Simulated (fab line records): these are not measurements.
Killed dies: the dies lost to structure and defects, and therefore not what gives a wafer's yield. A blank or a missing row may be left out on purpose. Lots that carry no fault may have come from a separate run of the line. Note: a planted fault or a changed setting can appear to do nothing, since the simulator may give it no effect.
Matching of chambers + flow n5Finfet + N5_BEOL_M8_PECVD_70 on pecvd-02: 3 sister chambers
The step deposits SiO2 from TEOS/O2, target thk 20 nm, time 22.7 s. 6 wafers are shown with their chamber, then 9 later ones without.

## EACH WAFER AND ITS CHAMBER
| wafer  | chamber | showerheadPlenumPTorr (Torr) | throttleValvePct (%) |
|--------|---------|------------------------------|----------------------|
| L079.6 | 1       | 8.86                         | 23.5                 |
| L087.5 | 1       | 8.84                         | 23.9                 |
| L087.6 | 0       | 8.74                         | 22.9                 |
| L085.2 | 2       | 8.86                         | 23.4                 |
| L085.5 | 2       | 8.83                         | 23.1                 |
| L085.6 | 0       | 8.75                         | 22.7                 |

## WAFERS MISSING THEIR CHAMBER
| wafer  | showerheadPlenumPTorr (Torr) | throttleValvePct (%) |
|--------|------------------------------|----------------------|
| L091.1 | 8.74                         | 22.8                 |
| L091.4 | 8.85                         | 23.2                 |
| L091.5 | 8.73                         | 22.8                 |
| L093.1 | 8.74                         | 22.6                 |
| L093.4 | 8.76                         | 22.5                 |
| L093.6 | 8.83                         | 23.7                 |
| L096.1 | 8.83                         | 23.7                 |
| L096.3 | 8.84                         | 23.5                 |
| L096.5 | 8.75                         | 22.4                 |

## THE CHAMBER EACH PASSED THROUGH
| wafer  | from the rows above     | in truth |
|--------|-------------------------|----------|
| L091.1 | 0                       | 0        |
| L091.4 | can't be placed: 2 or 1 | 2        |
| L091.5 | 0                       | 0        |
| L093.1 | 0                       | 0        |
| L093.4 | 0                       | 0        |
| L093.6 | can't be placed: 1 or 2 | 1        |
| L096.1 | can't be placed: 1 or 2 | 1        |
| L096.3 | can't be placed: 1 or 2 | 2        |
| L096.5 | 0                       | 0        |
5 of 9 placed correctly. Cannot be placed on the basis of these rows: 4; the candidates contain the true chamber in 4. Wrongly placed: 0.
How it was worked out, from the rows above alone: a wafer's distance from a chamber is the root of the sum, over the readings, of the square of ((its reading less the chamber's mean) divided by the reading's scatter). If the next closest chamber is less than 2 further off than the closest, the wafer can't be placed; otherwise it belongs to the closest. The mean given for a chamber averages the wafers shown for that chamber. The scatter is the square root of a quotient: the sum, over the shown wafers, of each reading's squared deviation from its chamber's mean, divided by wafers minus chambers.
